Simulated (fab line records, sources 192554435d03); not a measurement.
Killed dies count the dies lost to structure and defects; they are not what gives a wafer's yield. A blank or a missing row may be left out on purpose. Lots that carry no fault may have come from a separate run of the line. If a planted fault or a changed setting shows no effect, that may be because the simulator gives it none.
Lot-split experiment | flow n5 finfet | route with 1938 steps; 7 lots, 21 wafers read

== ON THE SPLIT ==
At N5_MOL_CONTACT_COAG_SPUTTER_143 (material Co, target thk 2.5 nm), the setting target thk a was moved away from the recipe's 25 angstrom on 7 of the 21 wafers read, by +9.0% to +13.4%. For the rest of the wafers, this setting stayed at what the recipe calls for.

The split's own step is where the reading is taken.

== THE READING ==
Co_of_MOL_CONTACT_COAG_SPUTTER_143.thk nm (the simulator's own value, which no gauge read), in nm, at N5_MOL_CONTACT_COAG_SPUTTER_143 (material Co, target thk 2.5 nm). The file does not state a usual value for it. Average 2.5 nm, standard deviation 0.16 nm, over the 14 wafers here run with the recipe.

wafer  | tool, chamber at the split | target thk a as run, angstrom | against the recipe | Co_of_MOL_CONTACT_COAG_SPUTTER_143.thk nm, nm | against lot-mates on the recipe
L082.1 | pvd sputter-03, -          | 28.36                         | +13.4%             | 2.6                                           | +0.4
L082.2 | pvd sputter-03, -          | 28.36                         | +13.4%             | 2.6                                           | +0.4
L082.3 | pvd sputter-03, -          | 25                            | recipe             | 2.2                                           | -
L083.4 | pvd sputter-02, -          | 25                            | recipe             | 2.6                                           | -
L083.5 | pvd sputter-02, -          | 27.61                         | +10.4%             | 3                                             | +0.3
L083.6 | pvd sputter-02, -          | 25                            | recipe             | 2.8                                           | -
L087.2 | pvd sputter-01, -          | 25                            | recipe             | 2.4                                           | -
L087.5 | pvd sputter-01, -          | 25                            | recipe             | 2.4                                           | -
L087.6 | pvd sputter-01, -          | 27.24                         | +9.0%              | 2.8                                           | +0.4
L088.2 | pvd sputter-03, -          | 25                            | recipe             | 2.2                                           | -
L088.5 | pvd sputter-03, -          | 27.67                         | +10.7%             | 2.6                                           | +0.4
L088.6 | pvd sputter-03, -          | 27.67                         | +10.7%             | 2.6                                           | +0.4
L089.1 | pvd sputter-03, -          | 25                            | recipe             | 2.4                                           | -
L089.5 | pvd sputter-03, -          | 25                            | recipe             | 2.4                                           | -
L089.6 | pvd sputter-03, -          | 25                            | recipe             | 2.6                                           | -
L093.1 | pvd sputter-02, -          | 25                            | recipe             | 2.6                                           | -
L093.3 | pvd sputter-02, -          | 25                            | recipe             | 2.6                                           | -
L093.5 | pvd sputter-02, -          | 25                            | recipe             | 2.6                                           | -
L094.1 | pvd sputter-01, -          | 27.98                         | +11.9%             | 3                                             | +0.5
L094.4 | pvd sputter-01, -          | 25                            | recipe             | 2.4                                           | -
L094.5 | pvd sputter-01, -          | 25                            | recipe             | 2.6                                           | -

FIT RESULTS
A straight line over all 21 wafers: Co_of_MOL_CONTACT_COAG_SPUTTER_143.thk nm changes by +0.021 nm for each +1% of target thk a; r = +0.55; the points scatter about the line by 0.18 nm.
The same after taking each lot's own level away (the mean of its wafers on the recipe; 21 wafers): +0.0345 nm for each +1%; r = +0.94; scatter 0.071 nm.
Per that fit: largest target thk a move, reading shift of 0.46 nm.
Measured against the standard deviation above, the lots' own levels, which go from 2.20 to 2.70 nm, span 3.0 times it.
So the lot-to-lot level blurs the effect unless lot-mates are compared.
Check: +0.483 nm against its lot-mates is what the line predicts for one of the wafers moved furthest among these (+13.4%) when that wafer is left out of the fit. It came out at +0.4 nm against them.

== THE OTHER SPLITS THESE WAFERS WENT THROUGH ==
Other splits were also applied to these wafers ahead of the reading. Each is held against what the fit with the lots' levels taken away leaves over:
other split on the same wafers        | wafers away from the commonest value | r with Co_of_MOL_CONTACT_COAG_SPUTTER_143.thk nm (lot level and that fit taken away)
N5_SD_EPI_N_DEVELOP_08 develop time s | 8                                    | +0.21
N5_SDB_COAT_03 spin rpm               | 9                                    | +0.26
N5_HKMG_FIN_DESCUM_53 time s          | 3                                    | -0.13
N5_HKMG_FIN_ETCH_55 time s            | 6                                    | +0.08
N5_HKMG_FIN_ETCH_31 bias w            | 7                                    | -0.16

== FILE'S OWN FIT ==
Co_of_MOL_CONTACT_COAG_SPUTTER_143.thk nm changes by +0.0357 nm for each +1% of target thk a, r = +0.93.
